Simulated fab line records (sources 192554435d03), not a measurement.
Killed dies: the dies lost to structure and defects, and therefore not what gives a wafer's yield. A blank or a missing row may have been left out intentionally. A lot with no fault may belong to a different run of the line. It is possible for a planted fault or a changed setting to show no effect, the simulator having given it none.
Split-lot trial | flow n5 finfet | 21 wafers read from 7 lots, route of 1938 steps

== ABOUT THE SPLIT ==
At N5_WELL_APT_COAT_02 (resist thk 950 nm), the setting spin rpm was moved away from the recipe's 1357 rpm on 9 of the 21 wafers read, by -9.5% to +8.6%. For the rest of the wafers, this setting stayed at what the recipe calls for.

The reading comes from the split's own step.

== THE READING ==
coat_of_WELL_APT_COAT_02.thk nm (the simulator's own value, which no gauge read), in nm, at N5_WELL_APT_COAT_02 (resist thk 950 nm). The file gives no usual value for it. Average 950.3 nm, standard deviation 1.5 nm, over the 12 wafers here run with the recipe.

wafer  | tool, chamber at the split | spin rpm as run, rpm | against the recipe | coat_of_WELL_APT_COAT_02.thk nm, nm | against lot-mates on the recipe
L080.1 | litho track-03, 0          | 1357                 | recipe             | 948.8                               | -
L080.4 | litho track-03, 0          | 1228                 | -9.5%              | 996.8                               | +48.0
L080.6 | litho track-03, 0          | 1228                 | -9.5%              | 997.6                               | +48.8
L081.3 | litho track-02, 0          | 1357                 | recipe             | 950.5                               | -
L081.4 | litho track-02, 0          | 1238                 | -8.8%              | 991.9                               | +42.4
L081.5 | litho track-02, 0          | 1357                 | recipe             | 948.4                               | -
L085.3 | litho track-04, 0          | 1474                 | +8.6%              | 911.3                               | -38.8
L085.4 | litho track-04, 0          | 1474                 | +8.6%              | 911.9                               | -38.2
L085.5 | litho track-04, 0          | 1357                 | recipe             | 950.1                               | -
L089.2 | litho track-03, 0          | 1357                 | recipe             | 948.6                               | -
L089.4 | litho track-03, 0          | 1441                 | +6.2%              | 922.1                               | -26.5
L089.5 | litho track-03, 0          | 1441                 | +6.2%              | 919.3                               | -29.3
L092.1 | litho track-03, 0          | 1357                 | recipe             | 952.4                               | -
L092.4 | litho track-03, 0          | 1284                 | -5.4%              | 981.4                               | +29.0
L092.6 | litho track-03, 0          | 1284                 | -5.4%              | 980.6                               | +28.2
L094.3 | litho track-02, 0          | 1357                 | recipe             | 948.4                               | -
L094.4 | litho track-02, 0          | 1357                 | recipe             | 950.5                               | -
L094.5 | litho track-02, 0          | 1357                 | recipe             | 951.5                               | -
L095.3 | litho track-02, 0          | 1357                 | recipe             | 951.8                               | -
L095.4 | litho track-02, 0          | 1357                 | recipe             | 950.3                               | -
L095.5 | litho track-02, 0          | 1357                 | recipe             | 952.7                               | -

THE FIT
A straight line over all 21 wafers: coat_of_WELL_APT_COAT_02.thk nm changes by -4.83 nm for each +1% of spin rpm; r = -1.00; the points scatter about the line by 2.1 nm.
The same after taking each lot's own level away (the mean of its wafers on the recipe; 21 wafers): -4.81 nm for each +1%; r = -1.00; scatter 1.6 nm.
On that fit, the largest move of spin rpm shifts the reading by 46 nm.
From 948.60 to 952.40 nm: that is the span of the lots' own levels, equal to 2.6 times the standard deviation above.
The two slopes are in agreement: the lot-to-lot level therefore moves the slope only a little.
Check: +46.4 nm against its lot-mates is what the line predicts for one of the wafers moved furthest among these (-9.5%) when that wafer is left out of the fit. Against them it came out at +48 nm.

== FILE'S OWN FIT ==
coat_of_WELL_APT_COAT_02.thk nm changes by -4.83 nm for each +1% of spin rpm, r = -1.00.
